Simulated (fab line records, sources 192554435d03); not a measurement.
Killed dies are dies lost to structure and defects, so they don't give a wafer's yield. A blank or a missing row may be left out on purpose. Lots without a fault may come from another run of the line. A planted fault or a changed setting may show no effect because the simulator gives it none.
Which tool did it? | flow n5_finfet | 13 lots, 36 wafers sampled, at 3 steps of a route of 1938

WHAT THE GAUGES READ, wafer by wafer
N5_BEOL_M15_THK_MEAS_50: measures by xrf.
lot  | measured     | on            | M15_THK (nm)
L233 | day 11 22:47 | film_metro-02 | 845 852 834
L235 | day 12 22:36 | film_metro-01 | 858 838 818
L237 | day 13 10:07 | film_metro-01 | 867 851 860
L238 | day 13 11:02 | film_metro-01 | 840 824 837
L239 | day 13 15:28 | film_metro-02 | 845 839 832
L240 | day 13 15:50 | film_metro-01 | 833 852 846
L241 | day 13 22:05 | film_metro-01 | 822 826 839
L242 | day 15 03:34 | film_metro-01 | 819 825 847
L246 | day 15 03:56 | film_metro-01 | 853 853
L248 | day 16 05:44 | film_metro-02 | 845 819
L251 | day 16 20:06 | film_metro-02 | 819 830
L253 | day 16 22:58 | film_metro-02 | 826 847 859
L254 | day 17 02:59 | film_metro-02 | 820 827 844

WHICH TOOL RAN EACH LOT (tool, then ch and the chambers of the sampled wafers, then the start)
lot  | N5_BEOL_M15_SPUTTER_45       | N5_BEOL_M15_ANNEAL_48
L233 | pvd_sputter-03, day 11 21:34 | rtp_anneal-02 ch 0, day 11 21:56
L235 | pvd_sputter-03, day 12 21:39 | rtp_anneal-01 ch 0, day 12 22:01
L237 | pvd_sputter-01, day 13 09:10 | rtp_anneal-01 ch 0, day 13 09:31
L238 | pvd_sputter-02, day 13 09:29 | rtp_anneal-02 ch 0, day 13 10:29
L239 | pvd_sputter-01, day 13 14:31 | rtp_anneal-01 ch 0, day 13 14:53
L240 | pvd_sputter-01, day 13 14:53 | rtp_anneal-02 ch 0, day 13 15:17
L241 | pvd_sputter-01, day 13 21:08 | rtp_anneal-01 ch 0, day 13 21:32
L242 | pvd_sputter-03, day 15 02:37 | rtp_anneal-02 ch 0, day 15 02:58
L246 | pvd_sputter-01, day 15 02:59 | rtp_anneal-01 ch 0, day 15 03:23
L248 | pvd_sputter-01, day 16 03:55 | rtp_anneal-01 ch 0, day 16 05:19
L251 | pvd_sputter-03, day 16 19:07 | rtp_anneal-02 ch 0, day 16 19:41
L253 | pvd_sputter-01, day 16 22:01 | rtp_anneal-02 ch 0, day 16 22:23
L254 | pvd_sputter-03, day 17 01:41 | rtp_anneal-02 ch 0, day 17 02:30
- N5_BEOL_M15_SPUTTER_45: material Cu, target thk 100 nm, time 16.67 s.
- N5_BEOL_M15_ANNEAL_48: time 90 s.

WHAT THE TOOLS THEMSELVES READ (means of the sampled wafers that have a number; where no wafer has one, the mark that the record gives instead)
N5_BEOL_M15_SPUTTER_45.
lot  | tool           | bias_v (V) | throttle_valve_pct (%)
L233 | pvd_sputter-03 | 60.3       | 29.3
L235 | pvd_sputter-03 | 60.4       | 28.5
L237 | pvd_sputter-01 | 60.8       | 30.4
L238 | pvd_sputter-02 | 59.9       | 31.1
L239 | pvd_sputter-01 | 59.6       | 29.5
L240 | pvd_sputter-01 | 59.7       | 28.6
L241 | pvd_sputter-01 | 60.5       | 29.5
L242 | pvd_sputter-03 | 60.1       | 29.3
L246 | pvd_sputter-01 | 60.5       | 28.9
L248 | pvd_sputter-01 | 59.7       | 29.1
L251 | pvd_sputter-03 | 59.6       | 28.5
L253 | pvd_sputter-01 | 59.9       | 30.6
L254 | pvd_sputter-03 | 60.4       | 29.4

N5_BEOL_M15_ANNEAL_48.
lot  | tool          | wafer_temp_C_max
L233 | rtp_anneal-02 | 226.01
L235 | rtp_anneal-01 | 226.22
L237 | rtp_anneal-01 | 226.16
L238 | rtp_anneal-02 | 225.96
L239 | rtp_anneal-01 | 226.08
L240 | rtp_anneal-02 | 225.92
L241 | rtp_anneal-01 | 225.99
L242 | rtp_anneal-02 | 226.37
L246 | rtp_anneal-01 | 225.88
L248 | rtp_anneal-01 | 226.05
L251 | rtp_anneal-02 | 226.35
L253 | rtp_anneal-02 | 226.32
L254 | rtp_anneal-02 | 226.29

THE ANSWER, worked out from the rows above alone
Rule: what is usual is taken from the lots themselves. Put in order of their means at a reading, lots are off if they are a third of the lots or fewer, leave a main group of 4 or more, and stand apart from it by a gap of 3 or more times the standard deviation of the main group's means; of several such gaps the widest counts. A main group whose means are all the same, to the digits that the tables above print for the reading, isn't used. A lot without any number at a reading at which 4 lots or more have one is off too. The other lots that the step has rows for count as sound. The gauges are gone through in route order, then the tools' own readings, and for those a lot's mean is taken as printed above. The first step at which some lot is off is used, and at that step the reading that is off furthest; a lot without a number counts as furthest.
No lot is off at any reading shown: from this, nothing can be told.

WHAT THE SIMULATOR HAD PUT IN
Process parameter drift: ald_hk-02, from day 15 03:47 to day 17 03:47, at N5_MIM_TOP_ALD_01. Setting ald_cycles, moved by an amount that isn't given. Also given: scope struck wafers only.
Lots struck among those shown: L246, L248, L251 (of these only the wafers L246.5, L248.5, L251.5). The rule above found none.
